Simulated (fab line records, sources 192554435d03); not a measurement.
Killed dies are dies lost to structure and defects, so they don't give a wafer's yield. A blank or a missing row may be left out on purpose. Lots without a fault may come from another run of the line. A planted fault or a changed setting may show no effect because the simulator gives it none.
Chamber matching | flow n5_finfet | N5_MOL_CONTACT_COAG_ETCH_67 on rie_diel-02: 4 sister chambers
The step etches SOC in N2/H2, target depth 60 nm, overetch 21 nm, time 101.2 s. 8 wafers are shown with their chamber, then 9 later ones without.

WAFERS WITH THEIR CHAMBER
wafer  | chamber | drypump_motor_current_A (A) | throttle_valve_pct (%)
L076.4 | 3       | 6.1                         | 17.46
L078.4 | 0       | 6.0                         | 17.94
L078.6 | 3       | 6.1                         | 17.47
L089.1 | 0       | 6.0                         | 17.99
L089.2 | 1       | 5.6                         | 17.51
L090.3 | 2       | 5.4                         | 17.50
L090.5 | 1       | 5.5                         | 17.52
L090.6 | 2       | 5.4                         | 17.49

WAFERS WITHOUT THEIR CHAMBER
wafer  | drypump_motor_current_A (A) | throttle_valve_pct (%)
L092.3 | 5.5                         | 17.51
L092.4 | 6.1                         | 17.52
L092.5 | 6.0                         | 17.98
L094.1 | 5.3                         | 17.53
L094.4 | 6.1                         | 17.53
L094.5 | 5.6                         | 17.54
L096.2 | 5.4                         | 17.51
L096.3 | 5.6                         | 17.53
L096.5 | 6.0                         | 18.01

WHICH CHAMBER EACH WENT THROUGH
wafer  | from the rows above     | in truth
L092.3 | can't be placed: 1 or 2 | 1
L092.4 | 3                       | 3
L092.5 | 0                       | 0
L094.1 | 2                       | 2
L094.4 | 3                       | 3
L094.5 | 1                       | 1
L096.2 | 2                       | 2
L096.3 | 1                       | 1
L096.5 | 0                       | 0
Placed correctly: 8 of 9. Can't be placed from these rows: 1 (the true chamber is among the candidates in 1). Placed wrongly: 0.
How it was worked out, from the rows above alone: a wafer's distance from a chamber is the root of the sum, over the readings, of the square of ((its reading less the chamber's mean) divided by the reading's scatter). The wafer belongs to the nearest chamber; if the next one is less than 2 further off, it can't be placed. A chamber's mean is the mean of its shown wafers. The scatter: the root of (the sum of the squares of (reading less its chamber's mean) over the shown wafers, divided by (wafers less chambers)).
